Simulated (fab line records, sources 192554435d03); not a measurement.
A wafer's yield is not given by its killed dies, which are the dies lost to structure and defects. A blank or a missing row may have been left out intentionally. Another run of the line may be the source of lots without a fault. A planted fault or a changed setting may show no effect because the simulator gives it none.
fab line records / flow n5_finfet
record lots=7 wafers=21
route steps=1938 shown BEOL_M15@1779 PASS1_DEP@1831 PASSIVATION@1901
start_h: hours from the record's first day to the start of the lot's first wafer shown / wait_h: time in hours since the lot's previous step / " as in the row above / L1.1+2: one row covering several wafers at once / - no value, or no start given / * or withheld: withheld / < > ~ a bound
route shown NAME@n: a module of which the file shows steps, and the number in the route of the first / usual: mean/standard deviation taken from wafers without a fault / same: alike in all rows / chamber/n: place in a boat / sites: each site's reading / _std_site: their standard deviation / _edge_site: inner sites' mean taken away from outer sites' mean / radius_mm: for every site, how far away it sits from the centre of the wafer / mask NAME#n: copy n / behind: the tool/chamber that last shaped the wafer / hold: cause of the lot's hold/its duration in hours/its outcome / device: transistor that didn't switch, given as n, p or np / end of line: at the end of the route, the tests of the same wafers / a step without rows: its recipe alone / killed: at the first sort, the dies lost to defects and structure; wafer yield is something else / map: a wafer's dies, marking killed ones x, the rest . and places with no die _
set.NAME: setting as actually run; set.NAME@STEP: the setting as run at that earlier step / model.NAME: the simulator's own value behind a step, which no gauge read
one table per step and one row per wafer, for lots whose settings were changed on purpose
## steps
# step N5_BEOL_M15_EXPOSE_07
# recipe mask_id=V14 na=0.8 source_shape=annular sigma_inner=0.5 sigma_outer=0.8 polarization=unpolarized attpsm_phase_deg=180 dose_mj=41.25
lot.wafer=L075.2+5 tool=krf_scanner-02 chamber=0 start_h=263.08 wait_h=- mask=V14#0 set.dose_mj=44.12
lot.wafer=L075.3 tool=krf_scanner-02 chamber=0 start_h=263.08 wait_h=- mask=V14#0 set.dose_mj=41.25
lot.wafer=L085.1+4+6 tool=krf_scanner-01 chamber=0 start_h=339.25 wait_h=- mask=V14#0 set.dose_mj=41.25
lot.wafer=L084.3+5 tool=krf_scanner-01 chamber=0 start_h=350.78 wait_h=- mask=V14#0 set.dose_mj=41.25
lot.wafer=L084.6 tool=krf_scanner-01 chamber=0 start_h=350.78 wait_h=- mask=V14#0 set.dose_mj=39.3
lot.wafer=L090.3+4+5 tool=krf_scanner-02 chamber=0 start_h=385.69 wait_h=- mask=V14#0 set.dose_mj=41.25
lot.wafer=L096.2 tool=krf_scanner-02 chamber=0 start_h=396.30 wait_h=- mask=V14#0 set.dose_mj=41.25
lot.wafer=L096.3+5 tool=krf_scanner-02 chamber=0 start_h=396.30 wait_h=- mask=V14#0 set.dose_mj=38.64
lot.wafer=L093.3+5 tool=krf_scanner-01 chamber=0 start_h=400.04 wait_h=- mask=V14#0 set.dose_mj=41.25
lot.wafer=L093.4 tool=krf_scanner-01 chamber=0 start_h=400.04 wait_h=- mask=V14#0 set.dose_mj=40.43
lot.wafer=L092.1+3+4 tool=krf_scanner-02 chamber=0 start_h=400.19 wait_h=- mask=V14#0 set.dose_mj=41.25
# step N5_BEOL_M15_PEB_08
# recipe peb_temp_c=130 peb_time_s=90
# step N5_BEOL_M15_DEVELOP_09
# recipe develop_time_s=45 rinse_liquid=diw dry=air_spin dev_temp_c=21
# step N5_BEOL_M15_HARDBAKE_14
# recipe temp_c=130 time_s=120
# step N5_BEOL_M15_CD_MEAS_10
# recipe target_cd_nm=360 landing_energy_ev=500 detector=se_inlens polarity=opening
# usual cd_nm=359.9/1.5
lot.wafer=L075.2 tool=cd_sem-01 chamber=0 start_h=263.24 wait_h=- set.dose_mj@BEOL_M15_EXPOSE_07=44.12 cd_nm=372.2
lot.wafer=L075.3 tool=cd_sem-01 chamber=0 start_h=263.24 wait_h=- set.dose_mj@BEOL_M15_EXPOSE_07=41.25 cd_nm=360.3
lot.wafer=L075.5 tool=cd_sem-01 chamber=0 start_h=263.24 wait_h=- set.dose_mj@BEOL_M15_EXPOSE_07=44.12 cd_nm=370.7
lot.wafer=L085.1 tool=cd_sem-03 chamber=0 start_h=339.43 wait_h=- set.dose_mj@BEOL_M15_EXPOSE_07=41.25 cd_nm=361.3
lot.wafer=L085.4 tool=cd_sem-03 chamber=0 start_h=339.43 wait_h=- set.dose_mj@BEOL_M15_EXPOSE_07=41.25 cd_nm=361.8
lot.wafer=L085.6 tool=cd_sem-03 chamber=0 start_h=339.43 wait_h=- set.dose_mj@BEOL_M15_EXPOSE_07=41.25 cd_nm=363.6
lot.wafer=L084.3 tool=cd_sem-02 chamber=0 start_h=350.94 wait_h=- set.dose_mj@BEOL_M15_EXPOSE_07=41.25 cd_nm=360.6
lot.wafer=L084.5 tool=cd_sem-02 chamber=0 start_h=350.94 wait_h=- set.dose_mj@BEOL_M15_EXPOSE_07=41.25 cd_nm=359.9
lot.wafer=L084.6 tool=cd_sem-02 chamber=0 start_h=350.94 wait_h=- set.dose_mj@BEOL_M15_EXPOSE_07=39.3 cd_nm=352.5
lot.wafer=L090.3 tool=cd_sem-01 chamber=0 start_h=385.85 wait_h=- set.dose_mj@BEOL_M15_EXPOSE_07=41.25 cd_nm=361.4
lot.wafer=L090.4 tool=cd_sem-01 chamber=0 start_h=385.85 wait_h=- set.dose_mj@BEOL_M15_EXPOSE_07=41.25 cd_nm=362.1
lot.wafer=L090.5 tool=cd_sem-01 chamber=0 start_h=385.85 wait_h=- set.dose_mj@BEOL_M15_EXPOSE_07=41.25 cd_nm=362.5
lot.wafer=L096.2 tool=cd_sem-02 chamber=0 start_h=396.46 wait_h=- set.dose_mj@BEOL_M15_EXPOSE_07=41.25 cd_nm=360.7
lot.wafer=L096.3 tool=cd_sem-02 chamber=0 start_h=396.46 wait_h=- set.dose_mj@BEOL_M15_EXPOSE_07=38.64 cd_nm=350.3
lot.wafer=L096.5 tool=cd_sem-02 chamber=0 start_h=396.46 wait_h=- set.dose_mj@BEOL_M15_EXPOSE_07=38.64 cd_nm=349.7
lot.wafer=L093.3 tool=cd_sem-02 chamber=0 start_h=400.20 wait_h=- set.dose_mj@BEOL_M15_EXPOSE_07=41.25 cd_nm=359.2
lot.wafer=L093.4 tool=cd_sem-02 chamber=0 start_h=400.20 wait_h=- set.dose_mj@BEOL_M15_EXPOSE_07=40.43 cd_nm=354.7
lot.wafer=L093.5 tool=cd_sem-02 chamber=0 start_h=400.20 wait_h=- set.dose_mj@BEOL_M15_EXPOSE_07=41.25 cd_nm=357.3
lot.wafer=L092.1 tool=cd_sem-02 chamber=0 start_h=400.36 wait_h=- set.dose_mj@BEOL_M15_EXPOSE_07=41.25 cd_nm=361.9
lot.wafer=L092.3 tool=cd_sem-02 chamber=0 start_h=400.36 wait_h=- set.dose_mj@BEOL_M15_EXPOSE_07=41.25 cd_nm=361.2
lot.wafer=L092.4 tool=cd_sem-02 chamber=0 start_h=400.36 wait_h=- set.dose_mj@BEOL_M15_EXPOSE_07=41.25 cd_nm=358.7
# step N5_BEOL_M15_DESCUM_15
# recipe chemistry=O2 time_s=7.9 source_power_w=50 bias_power_w=20 pressure_mtorr=20 rf_frequency_hz=2.712e+07 temp_c=40 o2_flow_sccm=225
# step N5_BEOL_M15_ETCH_59
# recipe chemistry=N2/H2 target=BARC target_depth_a=890 overetch_a=267 time_s=67.9 ion_energy_ev=200 pressure_mtorr=30 source_w=840 bias_w=150 n2_flow_sccm=200 h2_flow_sccm=200
# step N5_BEOL_M15_VIA_ETCH_16
# recipe chemistry=C4F8/O2/Ar target=SiO2 he_inner_torr=15 he_outer_torr=30 target_depth_a=17922 time_s=withheld ion_energy_ev=800 pressure_mtorr=20 source_w=1905 bias_w=2040 Ar_flow_sccm=400 C4F8_flow_sccm=16 O2_flow_sccm=12 ends=cleared
lot.wafer=L075.2 tool=rie_diel-03 chamber=3 start_h=263.66 wait_h=0.0 set.time_s@BEOL_M15_ILD_DEP_00=* model.etch.depth_nm=1659 model.coat_of_BEOL_M15_COAT_04.thk_nm=335.4
lot.wafer=L075.3 tool=rie_diel-03 chamber=2 start_h=263.66 wait_h=0.0 set.time_s@BEOL_M15_ILD_DEP_00=* model.etch.depth_nm=1664 model.coat_of_BEOL_M15_COAT_04.thk_nm=319.6
lot.wafer=L075.5 tool=rie_diel-03 chamber=1 start_h=263.66 wait_h=0.0 set.time_s@BEOL_M15_ILD_DEP_00=* model.etch.depth_nm=1680 model.coat_of_BEOL_M15_COAT_04.thk_nm=317.6
lot.wafer=L085.1 tool=rie_diel-01 chamber=3 start_h=339.80 wait_h=0.0 set.time_s@BEOL_M15_ILD_DEP_00=* model.etch.depth_nm=1636 model.coat_of_BEOL_M15_COAT_04.thk_nm=334.2
lot.wafer=L085.4 tool=rie_diel-01 chamber=0 start_h=339.80 wait_h=0.0 set.time_s@BEOL_M15_ILD_DEP_00=* model.etch.depth_nm=1802 model.coat_of_BEOL_M15_COAT_04.thk_nm=284.6
lot.wafer=L085.6 tool=rie_diel-01 chamber=2 start_h=339.80 wait_h=0.0 set.time_s@BEOL_M15_ILD_DEP_00=* model.etch.depth_nm=1828 model.coat_of_BEOL_M15_COAT_04.thk_nm=291.6
lot.wafer=L084.3 tool=rie_diel-04 chamber=1 start_h=351.43 wait_h=0.0 set.time_s@BEOL_M15_ILD_DEP_00=* model.etch.depth_nm=1612 model.coat_of_BEOL_M15_COAT_04.thk_nm=340
lot.wafer=L084.5 tool=rie_diel-04 chamber=2 start_h=351.43 wait_h=0.0 set.time_s@BEOL_M15_ILD_DEP_00=* model.etch.depth_nm=1568 model.coat_of_BEOL_M15_COAT_04.thk_nm=342.4
lot.wafer=L084.6 tool=rie_diel-04 chamber=1 start_h=351.43 wait_h=0.0 set.time_s@BEOL_M15_ILD_DEP_00=* model.etch.depth_nm=1573 model.coat_of_BEOL_M15_COAT_04.thk_nm=352.8
lot.wafer=L090.3 tool=rie_diel-01 chamber=2 start_h=386.49 wait_h=0.1 set.time_s@BEOL_M15_ILD_DEP_00=* model.etch.depth_nm=1610 model.coat_of_BEOL_M15_COAT_04.thk_nm=342
lot.wafer=L090.4 tool=rie_diel-01 chamber=0 start_h=386.49 wait_h=0.1 set.time_s@BEOL_M15_ILD_DEP_00=* model.etch.depth_nm=1649 model.coat_of_BEOL_M15_COAT_04.thk_nm=322.6
lot.wafer=L090.5 tool=rie_diel-01 chamber=2 start_h=386.49 wait_h=0.1 set.time_s@BEOL_M15_ILD_DEP_00=* model.etch.depth_nm=1637 model.coat_of_BEOL_M15_COAT_04.thk_nm=336.4
lot.wafer=L096.2 tool=rie_diel-04 chamber=1 start_h=396.64 wait_h=0.0 set.time_s@BEOL_M15_ILD_DEP_00=* model.etch.depth_nm=1654 model.coat_of_BEOL_M15_COAT_04.thk_nm=336
lot.wafer=L096.3 tool=rie_diel-04 chamber=0 start_h=396.64 wait_h=0.0 set.time_s@BEOL_M15_ILD_DEP_00=* model.etch.depth_nm=1635 model.coat_of_BEOL_M15_COAT_04.thk_nm=332.6
lot.wafer=L096.5 tool=rie_diel-04 chamber=1 start_h=396.64 wait_h=0.0 set.time_s@BEOL_M15_ILD_DEP_00=* model.etch.depth_nm=1676 model.coat_of_BEOL_M15_COAT_04.thk_nm=334.2
lot.wafer=L093.3 tool=rie_diel-01 chamber=1 start_h=400.37 wait_h=0.0 set.time_s@BEOL_M15_ILD_DEP_00=* model.etch.depth_nm=1529 model.coat_of_BEOL_M15_COAT_04.thk_nm=356.2
lot.wafer=L093.4 tool=rie_diel-01 chamber=3 start_h=400.37 wait_h=0.0 set.time_s@BEOL_M15_ILD_DEP_00=* model.etch.depth_nm=1632 model.coat_of_BEOL_M15_COAT_04.thk_nm=334.2
lot.wafer=L093.5 tool=rie_diel-01 chamber=1 start_h=400.37 wait_h=0.0 set.time_s@BEOL_M15_ILD_DEP_00=* model.etch.depth_nm=1543 model.coat_of_BEOL_M15_COAT_04.thk_nm=352.6
lot.wafer=L092.1 tool=rie_diel-04 chamber=3 start_h=400.53 wait_h=0.0 set.time_s@BEOL_M15_ILD_DEP_00=* model.etch.depth_nm=1611 model.coat_of_BEOL_M15_COAT_04.thk_nm=332.8
lot.wafer=L092.3 tool=rie_diel-04 chamber=0 start_h=400.53 wait_h=0.0 set.time_s@BEOL_M15_ILD_DEP_00=* model.etch.depth_nm=1732 model.coat_of_BEOL_M15_COAT_04.thk_nm=304.2
lot.wafer=L092.4 tool=rie_diel-04 chamber=2 start_h=400.53 wait_h=0.0 set.time_s@BEOL_M15_ILD_DEP_00=* model.etch.depth_nm=1791 model.coat_of_BEOL_M15_COAT_04.thk_nm=287.6
# step N5_BEOL_M15_STRIP_63
# recipe chemistry=O2 power_w=600 temp_c=60 pressure_mtorr=30 rf_frequency_hz=6e+07 bias_power_w=0 overash_fraction=0.3 o2_flow_sccm=225
# step N5_BEOL_M15_STRIP_64
# recipe chemistry=O2 power_w=600 temp_c=60 pressure_mtorr=30 rf_frequency_hz=6e+07 bias_power_w=0 overash_fraction=0.3 o2_flow_sccm=225
# step N5_BEOL_M15_STRIP_65
# recipe chemistry=post_etch_residue_remover time_s=60 temp_c=25 remover_ph=withheld remover_water_wt_pct=withheld remover_fluoride_wt_pct=withheld
# step N5_BEOL_M15_SRD_66
# recipe time_s=30 temp_c=23 rinse_liquid=diw dry=n2_spin spin_rpm=1500 dry_time_s=30
# step N5_BEOL_M15_CD_MEAS_17
# recipe target_cd_nm=360 polarity=opening
# usual cd_nm=360.9/1.8
lot.wafer=L075.2 tool=cd_sem-02 chamber=- start_h=264.07 wait_h=0.0 set.dose_mj@BEOL_M15_EXPOSE_07=44.12 cd_nm=372.4
lot.wafer=L075.3 tool=cd_sem-02 chamber=- start_h=264.07 wait_h=0.0 set.dose_mj@BEOL_M15_EXPOSE_07=41.25 cd_nm=358.5
lot.wafer=L075.5 tool=cd_sem-02 chamber=- start_h=264.07 wait_h=0.0 set.dose_mj@BEOL_M15_EXPOSE_07=44.12 cd_nm=370.1
lot.wafer=L085.1 tool=cd_sem-02 chamber=- start_h=340.21 wait_h=0.0 set.dose_mj@BEOL_M15_EXPOSE_07=41.25 cd_nm=361.9
lot.wafer=L085.4 tool=cd_sem-02 chamber=- start_h=340.21 wait_h=0.0 set.dose_mj@BEOL_M15_EXPOSE_07=41.25 cd_nm=366.8
lot.wafer=L085.6 tool=cd_sem-02 chamber=- start_h=340.21 wait_h=0.0 set.dose_mj@BEOL_M15_EXPOSE_07=41.25 cd_nm=366.1
lot.wafer=L084.3 tool=cd_sem-01 chamber=- start_h=351.84 wait_h=0.0 set.dose_mj@BEOL_M15_EXPOSE_07=41.25 cd_nm=363.5
lot.wafer=L084.5 tool=cd_sem-01 chamber=- start_h=351.84 wait_h=0.0 set.dose_mj@BEOL_M15_EXPOSE_07=41.25 cd_nm=360.0
lot.wafer=L084.6 tool=cd_sem-01 chamber=- start_h=351.84 wait_h=0.0 set.dose_mj@BEOL_M15_EXPOSE_07=39.3 cd_nm=355.9
lot.wafer=L090.3 tool=cd_sem-01 chamber=- start_h=386.94 wait_h=0.0 set.dose_mj@BEOL_M15_EXPOSE_07=41.25 cd_nm=362.2
lot.wafer=L090.4 tool=cd_sem-01 chamber=- start_h=386.94 wait_h=0.0 set.dose_mj@BEOL_M15_EXPOSE_07=41.25 cd_nm=362.9
lot.wafer=L090.5 tool=cd_sem-01 chamber=- start_h=386.94 wait_h=0.0 set.dose_mj@BEOL_M15_EXPOSE_07=41.25 cd_nm=364.2
lot.wafer=L096.2 tool=cd_sem-03 chamber=- start_h=397.05 wait_h=0.0 set.dose_mj@BEOL_M15_EXPOSE_07=41.25 cd_nm=363.8
lot.wafer=L096.3 tool=cd_sem-03 chamber=- start_h=397.05 wait_h=0.0 set.dose_mj@BEOL_M15_EXPOSE_07=38.64 cd_nm=349.5
lot.wafer=L096.5 tool=cd_sem-03 chamber=- start_h=397.05 wait_h=0.0 set.dose_mj@BEOL_M15_EXPOSE_07=38.64 cd_nm=352.1
lot.wafer=L093.3 tool=cd_sem-01 chamber=- start_h=400.79 wait_h=0.0 set.dose_mj@BEOL_M15_EXPOSE_07=41.25 cd_nm=362.3
lot.wafer=L093.4 tool=cd_sem-01 chamber=- start_h=400.79 wait_h=0.0 set.dose_mj@BEOL_M15_EXPOSE_07=40.43 cd_nm=356.6
lot.wafer=L093.5 tool=cd_sem-01 chamber=- start_h=400.79 wait_h=0.0 set.dose_mj@BEOL_M15_EXPOSE_07=41.25 cd_nm=358.9
lot.wafer=L092.1 tool=cd_sem-01 chamber=- start_h=400.95 wait_h=0.0 set.dose_mj@BEOL_M15_EXPOSE_07=41.25 cd_nm=362.8
lot.wafer=L092.3 tool=cd_sem-01 chamber=- start_h=400.95 wait_h=0.0 set.dose_mj@BEOL_M15_EXPOSE_07=41.25 cd_nm=363.2
lot.wafer=L092.4 tool=cd_sem-01 chamber=- start_h=400.95 wait_h=0.0 set.dose_mj@BEOL_M15_EXPOSE_07=41.25 cd_nm=359.9
# step N5_PASSIVATION_PECVD_00
# recipe material=SiO2 target_thk_a=2000 temp_c=400 precursor=SiH4/N2O pressure_torr=2.7 rf_w=608 time_s=11.2
lot.wafer=L075.2 tool=pecvd-01 chamber=2 start_h=268.93 wait_h=0.7 set.time_s=11.2 model.SiO2_of_PASSIVATION_PECVD_00.thk_nm=200.4
lot.wafer=L075.3 tool=pecvd-01 chamber=1 start_h=268.93 wait_h=0.7 set.time_s=9.843 model.SiO2_of_PASSIVATION_PECVD_00.thk_nm=174.4
lot.wafer=L075.5 tool=pecvd-01 chamber=1 start_h=268.93 wait_h=0.7 set.time_s=9.843 model.SiO2_of_PASSIVATION_PECVD_00.thk_nm=176
lot.wafer=L085.1 tool=pecvd-01 chamber=0 start_h=345.33 wait_h=0.8 set.time_s=11.2 model.SiO2_of_PASSIVATION_PECVD_00.thk_nm=198.4
lot.wafer=L085.4 tool=pecvd-01 chamber=1 start_h=345.33 wait_h=0.8 set.time_s=10.42 model.SiO2_of_PASSIVATION_PECVD_00.thk_nm=187.4
lot.wafer=L085.6 tool=pecvd-01 chamber=0 start_h=345.33 wait_h=0.8 set.time_s=10.42 model.SiO2_of_PASSIVATION_PECVD_00.thk_nm=184.2
lot.wafer=L084.3 tool=pecvd-04 chamber=2 start_h=358.68 wait_h=0.5 set.time_s=11.2 model.SiO2_of_PASSIVATION_PECVD_00.thk_nm=196.6
lot.wafer=L084.5 tool=pecvd-04 chamber=1 start_h=358.68 wait_h=0.5 set.time_s=11.98 model.SiO2_of_PASSIVATION_PECVD_00.thk_nm=216.6
lot.wafer=L084.6 tool=pecvd-04 chamber=2 start_h=358.68 wait_h=0.5 set.time_s=11.2 model.SiO2_of_PASSIVATION_PECVD_00.thk_nm=201.4
lot.wafer=L090.3 tool=pecvd-01 chamber=2 start_h=396.56 wait_h=0.5 set.time_s=11.2 model.SiO2_of_PASSIVATION_PECVD_00.thk_nm=200.4
lot.wafer=L090.4 tool=pecvd-01 chamber=1 start_h=396.56 wait_h=0.5 set.time_s=11.2 model.SiO2_of_PASSIVATION_PECVD_00.thk_nm=202.4
lot.wafer=L090.5 tool=pecvd-01 chamber=2 start_h=396.56 wait_h=0.5 set.time_s=11.2 model.SiO2_of_PASSIVATION_PECVD_00.thk_nm=204
lot.wafer=L096.2+5 tool=pecvd-04 chamber=2 start_h=405.06 wait_h=0.7 set.time_s=11.2 model.SiO2_of_PASSIVATION_PECVD_00.thk_nm=198.4
lot.wafer=L096.3 tool=pecvd-04 chamber=1 start_h=405.06 wait_h=0.7 set.time_s=12.75 model.SiO2_of_PASSIVATION_PECVD_00.thk_nm=223.2
lot.wafer=L093.3 tool=pecvd-02 chamber=2 start_h=407.55 wait_h=0.5 set.time_s=11.68 model.SiO2_of_PASSIVATION_PECVD_00.thk_nm=205.2
lot.wafer=L093.4 tool=pecvd-02 chamber=1 start_h=407.55 wait_h=0.5 set.time_s=11.68 model.SiO2_of_PASSIVATION_PECVD_00.thk_nm=208
lot.wafer=L093.5 tool=pecvd-02 chamber=2 start_h=407.55 wait_h=0.5 set.time_s=11.2 model.SiO2_of_PASSIVATION_PECVD_00.thk_nm=201.8
lot.wafer=L092.1 tool=pecvd-02 chamber=0 start_h=411.15 wait_h=0.8 set.time_s=10.67 model.SiO2_of_PASSIVATION_PECVD_00.thk_nm=187.8
lot.wafer=L092.3 tool=pecvd-02 chamber=2 start_h=411.15 wait_h=0.8 set.time_s=11.2 model.SiO2_of_PASSIVATION_PECVD_00.thk_nm=198.6
lot.wafer=L092.4 tool=pecvd-02 chamber=0 start_h=411.15 wait_h=0.8 set.time_s=10.67 model.SiO2_of_PASSIVATION_PECVD_00.thk_nm=188.4
# step N5_PASSIVATION_EXPOSE_27
# recipe mask_id=PAD na=0.55 source_shape=conventional sigma_outer=0.8 polarization=unpolarized defocus_nm=0 dose_mj=32.3
lot.wafer=L075.2+5 tool=krf_scanner-01 chamber=0 start_h=276.05 wait_h=- mask=PAD#0 set.dose_mj=34.18
lot.wafer=L075.3 tool=krf_scanner-01 chamber=0 start_h=276.05 wait_h=- mask=PAD#0 set.dose_mj=32.3
lot.wafer=L085.1 tool=krf_scanner-02 chamber=0 start_h=354.06 wait_h=- mask=PAD#0 set.dose_mj=32.3
lot.wafer=L085.4+6 tool=krf_scanner-02 chamber=0 start_h=354.06 wait_h=- mask=PAD#0 set.dose_mj=31.25
lot.wafer=L084.3+5+6 tool=krf_scanner-02 chamber=0 start_h=367.56 wait_h=- mask=PAD#0 set.dose_mj=32.3
lot.wafer=L090.3+4+5 tool=krf_scanner-02 chamber=0 start_h=404.80 wait_h=- mask=PAD#0 set.dose_mj=32.3
lot.wafer=L096.2+3 tool=krf_scanner-01 chamber=0 start_h=414.36 wait_h=- mask=PAD#0 set.dose_mj=32.3
lot.wafer=L096.5 tool=krf_scanner-01 chamber=0 start_h=414.36 wait_h=- mask=PAD#0 set.dose_mj=31.6
lot.wafer=L093.3+5 tool=krf_scanner-01 chamber=0 start_h=417.44 wait_h=- mask=PAD#0 set.dose_mj=32.3
lot.wafer=L093.4 tool=krf_scanner-01 chamber=0 start_h=417.44 wait_h=- mask=PAD#0 set.dose_mj=30.73
lot.wafer=L092.1+4 tool=krf_scanner-02 chamber=0 start_h=419.99 wait_h=- mask=PAD#0 set.dose_mj=32.3
lot.wafer=L092.3 tool=krf_scanner-02 chamber=0 start_h=419.99 wait_h=- mask=PAD#0 set.dose_mj=31.62
# step N5_PASSIVATION_PEB_28
# recipe peb_temp_c=withheld peb_time_s=*
# step N5_PASSIVATION_DEVELOP_29
# recipe develop_time_s=60 rinse_liquid=diw dry=air_spin dev_temp_c=21
# step N5_PASSIVATION_HARDBAKE_31
# recipe temp_c=130 time_s=120
# step N5_PASSIVATION_CD_MEAS_30
# recipe target_cd_nm=4000 landing_energy_ev=500 detector=se_inlens polarity=opening
# usual cd_nm=3999.4/1.6
lot.wafer=L075.2 tool=cd_sem-01 chamber=0 start_h=276.22 wait_h=- set.dose_mj@PASSIVATION_EXPOSE_27=34.18 cd_nm=4011.4
lot.wafer=L075.3 tool=cd_sem-01 chamber=0 start_h=276.22 wait_h=- set.dose_mj@PASSIVATION_EXPOSE_27=32.3 cd_nm=3999.5
lot.wafer=L075.5 tool=cd_sem-01 chamber=0 start_h=276.22 wait_h=- set.dose_mj@PASSIVATION_EXPOSE_27=34.18 cd_nm=4010.2
lot.wafer=L085.1 tool=cd_sem-02 chamber=0 start_h=354.23 wait_h=- set.dose_mj@PASSIVATION_EXPOSE_27=32.3 cd_nm=3999.8
lot.wafer=L085.4 tool=cd_sem-02 chamber=0 start_h=354.23 wait_h=- set.dose_mj@PASSIVATION_EXPOSE_27=31.25 cd_nm=3991.4
lot.wafer=L085.6 tool=cd_sem-02 chamber=0 start_h=354.23 wait_h=- set.dose_mj@PASSIVATION_EXPOSE_27=31.25 cd_nm=3994.0
lot.wafer=L084.3 tool=cd_sem-02 chamber=0 start_h=367.72 wait_h=- set.dose_mj@PASSIVATION_EXPOSE_27=32.3 cd_nm=3999.9
lot.wafer=L084.5 tool=cd_sem-02 chamber=0 start_h=367.72 wait_h=- set.dose_mj@PASSIVATION_EXPOSE_27=32.3 cd_nm=3998.8
lot.wafer=L084.6 tool=cd_sem-02 chamber=0 start_h=367.72 wait_h=- set.dose_mj@PASSIVATION_EXPOSE_27=32.3 cd_nm=3999.5
lot.wafer=L090.3 tool=cd_sem-03 chamber=0 start_h=404.97 wait_h=- set.dose_mj@PASSIVATION_EXPOSE_27=32.3 cd_nm=3998.4
lot.wafer=L090.4 tool=cd_sem-03 chamber=0 start_h=404.97 wait_h=- set.dose_mj@PASSIVATION_EXPOSE_27=32.3 cd_nm=4000.2
lot.wafer=L090.5 tool=cd_sem-03 chamber=0 start_h=404.97 wait_h=- set.dose_mj@PASSIVATION_EXPOSE_27=32.3 cd_nm=4000.3
lot.wafer=L096.2 tool=cd_sem-03 chamber=0 start_h=414.53 wait_h=- set.dose_mj@PASSIVATION_EXPOSE_27=32.3 cd_nm=3999.6
lot.wafer=L096.3 tool=cd_sem-03 chamber=0 start_h=414.53 wait_h=- set.dose_mj@PASSIVATION_EXPOSE_27=32.3 cd_nm=4000.5
lot.wafer=L096.5 tool=cd_sem-03 chamber=0 start_h=414.53 wait_h=- set.dose_mj@PASSIVATION_EXPOSE_27=31.6 cd_nm=3994.4
lot.wafer=L093.3 tool=cd_sem-03 chamber=0 start_h=417.61 wait_h=- set.dose_mj@PASSIVATION_EXPOSE_27=32.3 cd_nm=3999.0
lot.wafer=L093.4 tool=cd_sem-03 chamber=0 start_h=417.61 wait_h=- set.dose_mj@PASSIVATION_EXPOSE_27=30.73 cd_nm=3989.4
lot.wafer=L093.5 tool=cd_sem-03 chamber=0 start_h=417.61 wait_h=- set.dose_mj@PASSIVATION_EXPOSE_27=32.3 cd_nm=3995.6
lot.wafer=L092.1 tool=cd_sem-02 chamber=0 start_h=420.17 wait_h=- set.dose_mj@PASSIVATION_EXPOSE_27=32.3 cd_nm=3995.8
lot.wafer=L092.3 tool=cd_sem-02 chamber=0 start_h=420.17 wait_h=- set.dose_mj@PASSIVATION_EXPOSE_27=31.62 cd_nm=3992.4
lot.wafer=L092.4 tool=cd_sem-02 chamber=0 start_h=420.17 wait_h=- set.dose_mj@PASSIVATION_EXPOSE_27=32.3 cd_nm=3998.6
## key
split step=N5_BEOL_M15_EXPOSE_07 setting=dose_mj stated=41.25 by=wafer
response step=N5_BEOL_M15_CD_MEAS_10 reading=cd_nm change=+1.65 per=1% r=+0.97
response step=N5_BEOL_M15_CD_MEAS_17 reading=cd_nm change=+1.8 per=1% r=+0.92
split step=N5_PASSIVATION_PECVD_00 setting=time_s stated=11.2 by=wafer
response step=N5_PASSIVATION_PECVD_00 reading=model.SiO2_of_PASSIVATION_PECVD_00.thk_nm change=+1.95 per=1% r=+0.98
split step=N5_PASSIVATION_EXPOSE_27 setting=dose_mj stated=32.3 by=wafer
response step=N5_PASSIVATION_CD_MEAS_30 reading=cd_nm change=+1.94 per=1% r=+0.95
split outside_this_file step=N5_BEOL_M15_ILD_DEP_00 setting=time_s
# split outside_this_file: this setting was split too, and the file shows its column; the key of that split is in another file
